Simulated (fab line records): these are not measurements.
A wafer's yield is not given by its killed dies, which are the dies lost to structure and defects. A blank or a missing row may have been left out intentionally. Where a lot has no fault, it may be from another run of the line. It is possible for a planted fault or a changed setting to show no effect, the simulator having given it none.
Chamber matching ; flow n5-finfet ; N5_BEOL_M11_VIA_ETCH_34 on rie-diel-06: 4 sister chambers
The step etches SiCOH lowk in C4F6/O2, target depth 184.5 nm, time 69.2 s. 27 wafers are shown with their chamber, then 12 later ones without.

EACH WAFER AND ITS CHAMBER
wafer;chamber;throttle-valve-pct (%);rf-vpp-V (V);showerhead-plenum-p-Torr (Torr)
L074.2;1;21.02;654;2.91
L074.3;3;20.81;664;2.85
L074.6;2;20.46;665;2.80
L076.1;0;20.78;682;2.92
L076.2;2;20.45;664;2.80
L076.5;0;20.80;684;2.92
L077.2;2;20.47;661;2.80
L077.4;1;21.03;653;2.91
L077.5;1;21.04;653;2.91
L078.2;1;21.02;652;2.91
L078.5;2;20.47;663;2.80
L078.6;3;20.80;662;2.85
L079.2;0;20.80;681;2.91
L079.3;3;20.82;663;2.85
L079.4;2;20.48;663;2.80
L082.1;0;20.81;683;2.91
L082.2;1;21.04;653;2.90
L082.4;2;20.49;662;2.80
L081.2;1;21.04;652;2.90
L081.3;0;20.79;682;2.91
L081.4;2;20.47;662;2.79
L085.3;0;20.80;682;2.91
L085.5;2;20.49;663;2.79
L085.6;3;20.81;663;2.84
L086.1;1;21.06;651;2.90
L086.4;2;20.49;663;2.79
L086.5;3;20.83;662;2.84

SIGNATURES (means of the wafers above)
reading;chamber 0;chamber 1;chamber 2;chamber 3;scatter within a chamber
throttle-valve-pct;20.7967;21.0357;20.4744;20.8140;0.0129
rf-vpp-V;682.33;652.57;662.89;662.80;1.04
showerhead-plenum-p-Torr;2.9133;2.9057;2.7967;2.8460;0.00521
Rule: a wafer's distance from a chamber is the root of the sum, over the readings, of the square of ((its reading less the chamber's mean) divided by the reading's scatter). The wafer belongs to the nearest chamber; if the next one is less than 2 further off, it can't be placed. The scatter: the root of (the sum of the squares of (reading less its chamber's mean) over the shown wafers, divided by (wafers less chambers)).

WAFERS MISSING THEIR CHAMBER
wafer;throttle-valve-pct (%);rf-vpp-V (V);showerhead-plenum-p-Torr (Torr)
L088.1;21.06;652;2.90
L088.2;20.82;682;2.90
L088.4;20.84;661;2.84
L091.1;20.85;665;2.84
L091.2;20.82;681;2.90
L091.4;20.84;682;2.90
L092.3;20.84;683;2.90
L092.5;20.52;663;2.79
L092.6;20.84;682;2.90
L097.1;20.69;653;2.89
L097.4;20.54;663;2.78
L097.6;20.53;662;2.78

EACH ONE'S CHAMBER
wafer;from the rows above;in truth
L088.1;1;1
L088.2;0;0
L088.4;3;3
L091.1;3;3
L091.2;0;0
L091.4;0;0
L092.3;0;0
L092.5;2;2
L092.6;0;0
L097.1;3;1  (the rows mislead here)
L097.4;2;2
L097.6;2;2
Correct placement for 11 of the 12. Number that these rows cannot place: 0. Wrongly placed: 1.
